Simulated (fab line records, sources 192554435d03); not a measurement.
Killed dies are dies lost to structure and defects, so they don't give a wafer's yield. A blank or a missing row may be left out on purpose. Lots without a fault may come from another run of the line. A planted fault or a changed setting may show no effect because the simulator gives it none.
Chamber matching | flow n5_finfet | N5_BEOL_M4_PRE_CLEAN_60 on cvd_co-02: 3 sister chambers
The step time 15 s. 6 wafers are shown with their chamber, then 8 later ones without.

WAFERS WITH THEIR CHAMBER
wafer  | chamber | heater_power_w (W)
L078.6 | 0       | 57
L080.4 | 0       | 57
L088.1 | 2       | 101
L088.3 | 1       | 80
L088.5 | 1       | 83
L093.1 | 2       | 106

WAFERS WITHOUT THEIR CHAMBER
wafer  | heater_power_w (W)
L093.5 | 101
L093.6 | 56
L092.2 | 58
L092.4 | 107
L092.6 | 105
L094.2 | 56
L094.3 | 84
L094.5 | 57

WHICH CHAMBER EACH WENT THROUGH
wafer  | from the rows above | in truth
L093.5 | 2                   | 2
L093.6 | 0                   | 0
L092.2 | 0                   | 0
L092.4 | 2                   | 2
L092.6 | 2                   | 2
L094.2 | 0                   | 0
L094.3 | 1                   | 1
L094.5 | 0                   | 0
Placed correctly: 8 of 8. Can't be placed from these rows: 0. Placed wrongly: 0.
How it was worked out, from the rows above alone: a wafer's distance from a chamber is the root of the sum, over the readings, of the square of ((its reading less the chamber's mean) divided by the reading's scatter). The wafer belongs to the nearest chamber; if the next one is less than 2 further off, it can't be placed. A chamber's mean is the mean of its shown wafers. The scatter: the root of (the sum of the squares of (reading less its chamber's mean) over the shown wafers, divided by (wafers less chambers)).
